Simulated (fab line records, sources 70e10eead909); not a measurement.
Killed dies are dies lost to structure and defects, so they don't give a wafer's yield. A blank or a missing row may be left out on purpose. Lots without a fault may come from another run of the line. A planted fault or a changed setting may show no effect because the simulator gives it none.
Chamber matching | flow nand_harc | NHARC_A_STAIRCASE_ETCH_271 on rie_diel-07: 4 sister chambers
The step etches the open film in CF4/CHF3. 18 wafers are shown with their chamber, then 9 later ones without.

WAFERS WITH THEIR CHAMBER
wafer  | chamber | drypump_motor_current_A (A) | showerhead_plenum_p_Torr (Torr) | rf_vpp_V (V)
L074.1 | 3       | 4.9                         | 1.63                            | 371.9
L074.2 | 2       | 6.1                         | 1.64                            | 373.1
L074.5 | 2       | 6.1                         | 1.64                            | 372.7
L075.2 | 1       | 5.9                         | 1.56                            | 369.5
L075.4 | 3       | 4.9                         | 1.63                            | 371.7
L075.5 | 1       | 5.9                         | 1.56                            | 369.3
L076.3 | 1       | 5.9                         | 1.56                            | 371.1
L076.4 | 2       | 6.1                         | 1.64                            | 373.0
L076.5 | 2       | 6.1                         | 1.64                            | 373.6
L082.3 | 2       | 6.1                         | 1.63                            | 373.1
L082.4 | 3       | 4.9                         | 1.62                            | 371.7
L082.5 | 0       | 6.3                         | 1.50                            | 367.6
L084.2 | 1       | 5.9                         | 1.55                            | 369.4
L084.4 | 2       | 6.2                         | 1.63                            | 373.7
L084.6 | 1       | 5.9                         | 1.55                            | 370.4
L087.2 | 0       | 6.4                         | 1.50                            | 367.8
L087.5 | 0       | 6.3                         | 1.50                            | 369.2
L087.6 | 3       | 4.9                         | 1.61                            | 372.7

SIGNATURES (means of the wafers above)
reading                  | chamber 0 | chamber 1 | chamber 2 | chamber 3 | scatter within a chamber
drypump_motor_current_A  | 6.333     | 5.900     | 6.117     | 4.900     | 0.0327
showerhead_plenum_p_Torr | 1.5000    | 1.5560    | 1.6367    | 1.6225    | 0.00614
rf_vpp_V                 | 368.200   | 369.940   | 373.200   | 372.000   | 0.619
Rule: a wafer's distance from a chamber is the root of the sum, over the readings, of the square of ((its reading less the chamber's mean) divided by the reading's scatter). The wafer belongs to the nearest chamber; if the next one is less than 2 further off, it can't be placed. The scatter: the root of (the sum of the squares of (reading less its chamber's mean) over the shown wafers, divided by (wafers less chambers)).

WAFERS WITHOUT THEIR CHAMBER
wafer  | drypump_motor_current_A (A) | showerhead_plenum_p_Torr (Torr) | rf_vpp_V (V)
L090.3 | 4.9                         | 1.61                            | 372.1
L090.4 | 6.1                         | 1.63                            | 372.6
L090.5 | 5.9                         | 1.54                            | 369.6
L092.1 | 6.3                         | 1.50                            | 369.0
L092.3 | 4.9                         | 1.61                            | 370.9
L092.6 | 5.9                         | 1.54                            | 369.8
L093.3 | 6.1                         | 1.62                            | 372.7
L093.4 | 5.9                         | 1.54                            | 369.0
L093.5 | 5.9                         | 1.54                            | 370.1

WHICH CHAMBER EACH WENT THROUGH
wafer  | from the rows above | in truth
L090.3 | 3                   | 3
L090.4 | 2                   | 2
L090.5 | 1                   | 1
L092.1 | 0                   | 0
L092.3 | 3                   | 3
L092.6 | 1                   | 1
L093.3 | 2                   | 2
L093.4 | 1                   | 1
L093.5 | 1                   | 1
Placed correctly: 9 of 9. Can't be placed from these rows: 0. Placed wrongly: 0.
